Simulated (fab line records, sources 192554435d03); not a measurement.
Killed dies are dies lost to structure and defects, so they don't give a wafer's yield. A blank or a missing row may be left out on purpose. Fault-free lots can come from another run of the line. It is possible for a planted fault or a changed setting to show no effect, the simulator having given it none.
Split-lot experiment + flow n5 finfet + route with 1938 steps; 7 lots, 21 wafers read

## THE SPLIT ITSELF
At N5_BEOL_M5_COAT_22 (resist thk 30 nm), the setting spin rpm was moved away from the recipe's 1500 rpm on 4 of the 21 wafers read, by +4.9% to +10.6%. This setting was run at the recipe's value on the other wafers.

## FROM THE SPLIT TO THE READING: what the file shows between them, 4 steps
- N5_BEOL_M5_EBR_24
- N5_BEOL_M5_SOFTBAKE_23: time 60 s
- N5_BEOL_M5_DESCUM_33: chemistry O2, time 7 s
- N5_BEOL_M5_ETCH_75: etches underlayer in N2/H2, target depth 6.5 nm, time 5.2 s

## THE READING
CAR-EUV_of_BEOL_M5_COAT_22.thk nm (the simulator's own value, which no gauge read), in nm, at N5_BEOL_M5_ETCH_67 (etches SiARC in CF4, target depth 15.6 nm, time 26 s). No usual value for it is given in the file. Here, 17 wafers ran the recipe; their average is 11.2 nm with a standard deviation of 0.19 nm.

| wafer  | tool, chamber at the split | spin rpm as run, rpm | against the recipe | CAR-EUV_of_BEOL_M5_COAT_22.thk nm, nm | against lot-mates on the recipe |
|--------|----------------------------|----------------------|--------------------|---------------------------------------|---------------------------------|
| L075.1 | litho track-03, 0          | 1500                 | recipe             | 10.6                                  | -                               |
| L075.3 | litho track-03, 0          | 1573                 | +4.9%              | 10.4                                  | -0.4                            |
| L075.4 | litho track-03, 0          | 1500                 | recipe             | 11                                    | -                               |
| L079.1 | litho track-05, 0          | 1500                 | recipe             | 11.2                                  | -                               |
| L079.2 | litho track-05, 0          | 1500                 | recipe             | 11.2                                  | -                               |
| L079.5 | litho track-05, 0          | 1500                 | recipe             | 11.6                                  | -                               |
| L082.1 | litho track-05, 0          | 1659                 | +10.6%             | 9.4                                   | -1.8                            |
| L082.3 | litho track-05, 0          | 1500                 | recipe             | 11.2                                  | -                               |
| L082.5 | litho track-05, 0          | 1500                 | recipe             | 11.2                                  | -                               |
| L083.1 | litho track-05, 0          | 1500                 | recipe             | 11.4                                  | -                               |
| L083.2 | litho track-05, 0          | 1643                 | +9.5%              | 9.6                                   | -1.8                            |
| L083.4 | litho track-05, 0          | 1643                 | +9.5%              | 10                                    | -1.4                            |
| L087.1 | litho track-03, 0          | 1500                 | recipe             | 11.2                                  | -                               |
| L087.4 | litho track-03, 0          | 1500                 | recipe             | 11.2                                  | -                               |
| L087.6 | litho track-03, 0          | 1500                 | recipe             | 11.2                                  | -                               |
| L096.1 | litho track-04, 0          | 1500                 | recipe             | 11.2                                  | -                               |
| L096.5 | litho track-04, 0          | 1500                 | recipe             | 11.2                                  | -                               |
| L096.6 | litho track-04, 0          | 1500                 | recipe             | 11.2                                  | -                               |
| L097.1 | litho track-05, 0          | 1500                 | recipe             | 11.2                                  | -                               |
| L097.6 | litho track-05, 0          | 1500                 | recipe             | 11.2                                  | -                               |
| L097.5 | litho track-05, 0          | 1500                 | recipe             | 11.4                                  | -                               |

FIT RESULTS
A straight line over all 21 wafers: CAR-EUV_of_BEOL_M5_COAT_22.thk nm changes by -0.156 nm for each +1% of spin rpm; r = -0.95; the points scatter about the line by 0.2 nm.
The same after taking each lot's own level away (the mean of its wafers on the recipe; 21 wafers): -0.163 nm for each +1%; r = -0.97; scatter 0.15 nm.
The reading moves by 1.7 nm for the largest change in spin rpm, on that fit.
The span of the lots' own levels, 10.80 to 11.40 nm, comes to 3.1 times the standard deviation stated above.
So the lot-to-lot level changes the slope little: the two slopes agree.
Check: -1.68 nm against its lot-mates is what the line predicts for one of the wafers moved furthest among these (+10.6%) when that wafer is left out of the fit. Against them it came out at -1.8 nm.

## OTHER SPLITS APPLIED TO THESE WAFERS
Note: prior to the reading, these wafers also went through further splits. Each is held against what the fit with the lots' levels taken away leaves over:
| other split on the same wafers   | wafers away from the commonest value | r with CAR-EUV_of_BEOL_M5_COAT_22.thk nm (lot level and that fit taken away) |
|----------------------------------|--------------------------------------|------------------------------------------------------------------------------|
| N5_BEOL_M3_ETCH_70 bias w        | 7                                    | -0.04                                                                        |
| N5_BEOL_M4_TRENCH_ETCH_37 time s | 8                                    | +0.07                                                                        |
| N5_BEOL_M5_COAT_66 spin rpm      | 5                                    | +0.46                                                                        |

## THE WHOLE CHAIN: every reading that the file lists as answering this split, in the file's order
| step               | what it does                                                | reading                                                                            | change (the file's fit)               | r (the file's) |
|--------------------|-------------------------------------------------------------|------------------------------------------------------------------------------------|---------------------------------------|----------------|
| N5_BEOL_M5_COAT_22 | resist thk 30 nm                                            | CAR-EUV_of_BEOL_M5_COAT_22.thk nm (the simulator's own value, which no gauge read) | -0.138 nm for each +1% of the setting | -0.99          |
| N5_BEOL_M5_ETCH_75 | etches underlayer in N2/H2, target depth 6.5 nm, time 5.2 s | CAR-EUV_of_BEOL_M5_COAT_22.thk nm (the simulator's own value, which no gauge read) | -0.149 nm for each +1% of the setting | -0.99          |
| N5_BEOL_M5_ETCH_67 | etches SiARC in CF4, target depth 15.6 nm, time 26 s        | CAR-EUV_of_BEOL_M5_COAT_22.thk nm (the simulator's own value, which no gauge read) | -0.16 nm for each +1% of the setting  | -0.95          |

## FILE'S OWN FIT
CAR-EUV_of_BEOL_M5_COAT_22.thk nm changes by -0.16 nm for each +1% of spin rpm, r = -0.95.
